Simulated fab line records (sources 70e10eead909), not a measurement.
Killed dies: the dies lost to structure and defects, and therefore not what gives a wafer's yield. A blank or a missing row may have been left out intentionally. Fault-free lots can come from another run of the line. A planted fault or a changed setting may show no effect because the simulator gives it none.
Which tool did it? -- flow nand_harc -- 72 wafers from 24 lots sampled at 4 of the route's 1159 steps

WHAT THE GAUGES SHOWED, per wafer
NHARC_P_M1_THK_MEAS_24: measures by xrf. Usual: thk_nm at 157.2 nm, with a standard deviation of 1.8.
lot,measured,on,thk_nm (nm),flag
L074,day 5 22:17,film_metro-01,158.0 158.1 158.9,
L075,day 6 10:53,film_metro-01,156.6 153.6 157.8,
L076,day 6 17:10,film_metro-01,157.1 154.5 154.4,
L077,day 6 23:10,film_metro-01,157.1 158.4 156.2,
L078,day 7 02:43,film_metro-01,157.1 158.4 156.4,
L079,day 7 07:11,film_metro-01,157.4 158.0 156.4,
L080,day 7 18:40,film_metro-01,158.0 156.2 154.0,
L082,day 8 02:26,film_metro-02,155.6 153.4 153.9,
L081,day 8 03:11,film_metro-01,158.6 158.8 159.7,
L083,day 8 03:44,film_metro-01,159.6 159.6 155.2,
L085,day 8 15:03,film_metro-01,158.0 156.6 155.9,
L084,day 8 15:17,film_metro-01,158.4 157.4 159.3,
L087,day 9 04:40,film_metro-01,155.6 156.4 155.8,
L086,day 9 05:01,film_metro-01,156.7 158.9 158.9,
L088,day 9 11:36,film_metro-01,157.9 155.9 157.4,
L090,day 9 18:15,film_metro-02,158.3 156.4 155.8,
L089,day 10 07:52,film_metro-01,155.0 158.2 157.0,
L092,day 10 09:19,film_metro-02,155.6 157.7 157.5,
L091,day 10 11:15,film_metro-02,154.4 158.4 158.2,
L093,day 10 20:28,film_metro-02,159.3 155.7 156.7,
L094,day 10 23:29,film_metro-02,155.2 158.0 153.3,
L095,day 11 08:50,film_metro-02,154.9 158.2 157.2,
L096,day 11 14:26,film_metro-01,157.5 157.8 154.7,
L097,day 11 15:10,film_metro-02,158.9 158.7 156.3,

NHARC_P_M1_INSPECT_27. Usual: raw_defect_count at 294, with a standard deviation of 110.
lot,measured,on,raw_defect_count,flag
L074,day 5 22:27,defect_inspect-02,244 230 262,
L075,day 6 11:03,defect_inspect-01,214 245 270,
L076,day 6 17:19,defect_inspect-01,252 259 469,
L077,day 6 23:19,defect_inspect-01,388 350 488,
L078,day 7 02:53,defect_inspect-01,246 175 344,
L079,day 7 07:20,defect_inspect-01,322 242 294,
L080,day 7 18:50,defect_inspect-01,197 158 296,
L082,day 8 02:35,defect_inspect-02,427 232 261,
L081,day 8 03:20,defect_inspect-01,488 642 302,
L083,day 8 03:53,defect_inspect-01,287 171 257,
L085,day 8 15:13,defect_inspect-01,382 344 384,
L084,day 8 15:26,defect_inspect-02,446 250 183,
L087,day 9 04:50,defect_inspect-01,466 152 393,
L086,day 9 05:10,defect_inspect-01,323 239 361,
L088,day 9 11:46,defect_inspect-01,302 424 314,
L090,day 9 18:25,defect_inspect-01,425 383 292,
L089,day 10 08:01,defect_inspect-02,492 401 491,
L092,day 10 09:29,defect_inspect-01,231 276 379,
L091,day 10 11:25,defect_inspect-02,199 234 209,
L093,day 10 20:37,defect_inspect-02,383 182 174,
L094,day 10 23:39,defect_inspect-01,170 191 223,
L095,day 11 08:59,defect_inspect-01,207 218 446,
L096,day 11 14:37,defect_inspect-02,183 167 214,
L097,day 11 15:21,defect_inspect-02,221 151 178,

TOOL THAT RAN EACH LOT (tool first, then ch and the chambers of the sampled wafers, then the start)
lot,NHARC_P_M0_DEGAS_28,NHARC_P_M1_PRE_CLEAN_30
L074,"pvd_sputter-01, day 5 16:39","pvd_sputter-02, day 5 22:17 or earlier"
L075,"pvd_sputter-02, day 6 04:53","pvd_sputter-03, day 6 10:53 or earlier"
L076,"pvd_sputter-02, day 6 11:40","pvd_sputter-02, day 6 17:10 or earlier"
L077,"pvd_sputter-02, day 6 17:19","pvd_sputter-02, day 6 23:10 or earlier"
L078,"pvd_sputter-03, day 6 20:44","pvd_sputter-01, day 7 02:43 or earlier"
L079,"pvd_sputter-03, day 7 01:40","pvd_sputter-02, day 7 07:11 or earlier"
L080,"pvd_sputter-01, day 7 10:51","pvd_sputter-02, day 7 18:40 or earlier"
L082,"pvd_sputter-03, day 7 20:44","pvd_sputter-03, day 8 02:26 or earlier"
L081,"pvd_sputter-03, day 7 21:14","pvd_sputter-03, day 8 03:11 or earlier"
L083,"pvd_sputter-03, day 7 22:03","pvd_sputter-01, day 8 03:44 or earlier"
L085,"pvd_sputter-03, day 8 08:43","pvd_sputter-01, day 8 15:03 or earlier"
L084,"pvd_sputter-01, day 8 09:39","pvd_sputter-02, day 8 15:17 or earlier"
L087,"pvd_sputter-01, day 8 23:07","pvd_sputter-03, day 9 04:40 or earlier"
L086,"pvd_sputter-03, day 8 23:21","pvd_sputter-02, day 9 05:01 or earlier"
L088,"pvd_sputter-01, day 9 05:52","pvd_sputter-03, day 9 11:36 or earlier"
L090,"pvd_sputter-01, day 9 12:35","pvd_sputter-02, day 9 18:15 or earlier"
L089,"pvd_sputter-03, day 10 02:22","pvd_sputter-03, day 10 07:52 or earlier"
L092,"pvd_sputter-03, day 10 03:36","pvd_sputter-03, day 10 09:19 or earlier"
L091,"pvd_sputter-03, day 10 05:34","pvd_sputter-03, day 10 11:15 or earlier"
L093,"pvd_sputter-03, day 10 14:26","pvd_sputter-02, day 10 20:28 or earlier"
L094,"pvd_sputter-01, day 10 18:02","pvd_sputter-03, day 10 23:29 or earlier"
L095,"pvd_sputter-01, day 11 03:23","pvd_sputter-03, day 11 08:50 or earlier"
L096,"pvd_sputter-01, day 11 08:39","pvd_sputter-03, day 11 14:26 or earlier"
L097,"pvd_sputter-02, day 11 09:33","pvd_sputter-01, day 11 15:10 or earlier"
- NHARC_P_M0_DEGAS_28: time 60 s.
- NHARC_P_M1_PRE_CLEAN_30: time 30 s.

WHAT THE TOOLS THEMSELVES READ (means of the sampled wafers that have a number; where no wafer has one, the mark that the record gives instead)
NHARC_P_M0_DEGAS_28. Usual: heater_power_w at 351 W, with a standard deviation of 27.
lot,tool,heater_power_w (W),flag
L074,pvd_sputter-01,362,
L075,pvd_sputter-02,327,
L076,pvd_sputter-02,323,
L077,pvd_sputter-02,311,
L078,pvd_sputter-03,343,
L079,pvd_sputter-03,366,
L080,pvd_sputter-01,356,
L082,pvd_sputter-03,353,
L081,pvd_sputter-03,348,
L083,pvd_sputter-03,384,
L085,pvd_sputter-03,365,
L084,pvd_sputter-01,362,
L087,pvd_sputter-01,351,
L086,pvd_sputter-03,368,
L088,pvd_sputter-01,344,
L090,pvd_sputter-01,357,
L089,pvd_sputter-03,377,
L092,pvd_sputter-03,349,
L091,pvd_sputter-03,390,
L093,pvd_sputter-03,369,
L094,pvd_sputter-01,357,
L095,pvd_sputter-01,353,
L096,pvd_sputter-01,351,
L097,pvd_sputter-02,330,

NHARC_P_M1_PRE_CLEAN_30. Usual: heater_power_w at 419 W, with a standard deviation of 40.
lot,tool,heater_power_w (W),flag
L074,pvd_sputter-02,388,
L075,pvd_sputter-03,445,
L076,pvd_sputter-02,364,
L077,pvd_sputter-02,385,
L078,pvd_sputter-01,434,
L079,pvd_sputter-02,377,
L080,pvd_sputter-02,401,
L082,pvd_sputter-03,471,
L081,pvd_sputter-03,446,
L083,pvd_sputter-01,418,
L085,pvd_sputter-01,430,
L084,pvd_sputter-02,398,
L087,pvd_sputter-03,418,
L086,pvd_sputter-02,391,
L088,pvd_sputter-03,459,
L090,pvd_sputter-02,388,
L089,pvd_sputter-03,468,
L092,pvd_sputter-03,427,
L091,pvd_sputter-03,449,
L093,pvd_sputter-02,402,
L094,pvd_sputter-03,447,
L095,pvd_sputter-03,419,
L096,pvd_sputter-03,429,
L097,pvd_sputter-01,437,

THE ANSWER, worked out from the rows above alone
Rule: take the mean of a lot's wafers that have a number; if it is more than 3 standard deviations from the usual mean, the lot is off. Also off: a lot with no number at a reading for which 4 or more lots have one. The other lots that the step has rows for count as sound. First the gauges in route order, then the tools' own readings, where a lot's mean is used as printed above. At the first step where some lot is off, the reading lying furthest off is the one used; lots without a number count as furthest.
No lot is off on any of the readings shown, so nothing can be concluded from this.

WHAT THE SIMULATOR HAD INSERTED
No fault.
